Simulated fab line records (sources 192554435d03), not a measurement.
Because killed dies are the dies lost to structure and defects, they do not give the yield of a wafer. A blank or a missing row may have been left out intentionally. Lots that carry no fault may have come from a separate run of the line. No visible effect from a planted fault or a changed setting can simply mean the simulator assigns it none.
A lot that was struck, set against a sound lot || flow n5-finfet || 16 out of 1938 route steps
Sound: wafers L445.1, L445.3, L445.5. Struck: wafer L446.2 (left out: L446.3, L446.5 of the same lot, which were not struck); the cause appears at the end.
At each step with rows: each side's tool, then ch and its chambers, then its first start. Under that, the readings that differ: sound wafers || struck wafers || difference of the means || sigmas: that difference in standard deviations of wafers without a fault.
alike: same words and numbers on both sides, and readings whose means sit less than 2 such deviations apart. not compared: any withheld reading, any reading some wafer has no value for, any bound like >300 that may hide the same value, and any number with overlapping values for which the record gives no deviation.
The two part at a step that has a row with sigmas, a row that says differs or no value, or rows on one side only. Numbers that have no deviation but don't overlap get no sigmas and don't part them. Lack of a reading on every wafer of one side parts them only where that side has two or more wafers.

first, 4 steps without rows for these wafers: N5_BEOL_M2_HM_STRIP_39 (strips TiN in peroxide tin strip, target depth 25 nm, time 158 s); N5_BEOL_M2_SRD_40 (time 30 s); N5_BEOL_M2_PRECLEAN_42 (cleans in residue remover, time 60 s); N5_BEOL_M2_SRD_43 (time 30 s).
N5_BEOL_M2_CD_MEAS_35: target cd 18 nm, target cd y 22.2 nm.
  struck on cd-sem-03, day 9 13:26; sound on cd-sem-01, day 9 10:26
  alike: cd-nm
N5_BEOL_M2_DEGAS_44: time 60 s.
  struck on pvd-sputter-03, day 9 13:39; sound on pvd-sputter-02, day 9 10:52
  alike: heater-power-w
N5_BEOL_M2_PRE_CLEAN_45: time 30 s.
  struck on pvd-sputter-03, day 9 13:41; sound on pvd-sputter-02, day 9 10:55
  alike: heater-power-w
then, 1 step without rows for these wafers: N5_BEOL_M2_ALD_84 (deposits TaN, pulse time 2 s, purge time 3 s, co reactant purge time 2 s).
N5_BEOL_M2_SURFACE_TREAT_85:
  struck on pvd-sputter-02, day 9 13:58; sound on pvd-sputter-02, day 9 11:14
  not compared: throttle-valve-pct
then, 2 steps without rows for these wafers: N5_BEOL_M2_CVD_47 (deposits Co from CCTBA/H2, target thk 3 nm, time 223.8 s); N5_BEOL_M2_SPUTTER_48 (material Cu, target thk 4.5 nm, time 8.29 s).
N5_BEOL_M2_ANNEAL_49: time 240 s.
  struck on pvd-sputter-02, day 9 14:38; sound on pvd-sputter-01, day 9 11:41
  alike: heater-power-w
N5_BEOL_M2_SPUTTER_79: material Cu, target thk 4.5 nm, time 8.29 s.
  struck on pvd-sputter-02, day 9 14:46; sound on pvd-sputter-01, day 9 11:50
{"reading": "chamber-pressure-pa (Pa)", "sound": "0.07009 0.06983 0.07006", "struck": 0.05709, "difference": -0.01290, "sigmas": -92}
  alike: throttle-valve-pct
N5_BEOL_M2_ANNEAL_80: time 240 s.
  struck on pvd-sputter-02, day 9 14:51; sound on pvd-sputter-01, day 9 11:55
  alike: heater-power-w
N5_BEOL_M4_RC_MEAS_101:
  sound on prober-01 ch 0, day 11 03:01; struck on prober-01 ch 0, day 11 05:01
{"reading": "SS_P (mV/dec)", "sound": "74.1 74.2 73.3", "struck": 72.5, "difference": -1.4, "sigmas": -2}
  alike: DIBL_N, DIBL_P, IOFF_N, IOFF_P, ION_N, ION_P, SS_N, VT_N, VT_P
following that, these wafers have no rows for 1 step: N5_PASSIVATION_PROBE_49.

## WHERE THEY PART
At N5_BEOL_M2_SPUTTER_79 first; at N5_BEOL_M4_RC_MEAS_101 last (within this record only).

WHY: what the simulator had put in
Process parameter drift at N5_BEOL_M2_SPUTTER_79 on pvd-sputter-02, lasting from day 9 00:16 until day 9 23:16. Setting chamber-pressure-pa, moved by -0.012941, from 0.07. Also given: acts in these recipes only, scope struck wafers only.
